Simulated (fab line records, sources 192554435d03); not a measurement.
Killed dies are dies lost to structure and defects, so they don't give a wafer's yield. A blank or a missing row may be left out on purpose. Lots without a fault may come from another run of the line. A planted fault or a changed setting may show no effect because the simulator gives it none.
Chamber matching | flow n5_finfet | N5_BEOL_M0_SAQP_PECVD_04 on pecvd-02: 3 sister chambers
The step deposits a-Si from SiH4/He, target thk 60 nm, time 60.2 s. 6 wafers are shown with their chamber, then 7 later ones without.

WAFERS WITH THEIR CHAMBER
wafer  | chamber | throttle_valve_pct (%) | showerhead_plenum_p_Torr (Torr)
L076.6 | 1       | 19.9                   | 5.63
L077.2 | 2       | 17.0                   | 5.65
L088.3 | 0       | 19.1                   | 5.74
L088.4 | 1       | 20.0                   | 5.66
L091.3 | 0       | 19.0                   | 5.72
L091.4 | 2       | 17.7                   | 5.66

WAFERS WITHOUT THEIR CHAMBER
wafer  | throttle_valve_pct (%) | showerhead_plenum_p_Torr (Torr)
L091.5 | 19.1                   | 5.74
L094.1 | 20.1                   | 5.65
L094.2 | 19.3                   | 5.74
L094.4 | 19.9                   | 5.63
L096.3 | 20.0                   | 5.66
L096.4 | 19.9                   | 5.64
L096.5 | 19.5                   | 5.74

WHICH CHAMBER EACH WENT THROUGH
wafer  | from the rows above | in truth
L091.5 | 0                   | 0
L094.1 | 1                   | 1
L094.2 | 0                   | 0
L094.4 | 1                   | 1
L096.3 | 1                   | 1
L096.4 | 1                   | 1
L096.5 | 0                   | 0
Placed correctly: 7 of 7. Can't be placed from these rows: 0. Placed wrongly: 0.
How it was worked out, from the rows above alone: a wafer's distance from a chamber is the root of the sum, over the readings, of the square of ((its reading less the chamber's mean) divided by the reading's scatter). The wafer belongs to the nearest chamber; if the next one is less than 2 further off, it can't be placed. A chamber's mean is the mean of its shown wafers. The scatter: the root of (the sum of the squares of (reading less its chamber's mean) over the shown wafers, divided by (wafers less chambers)).
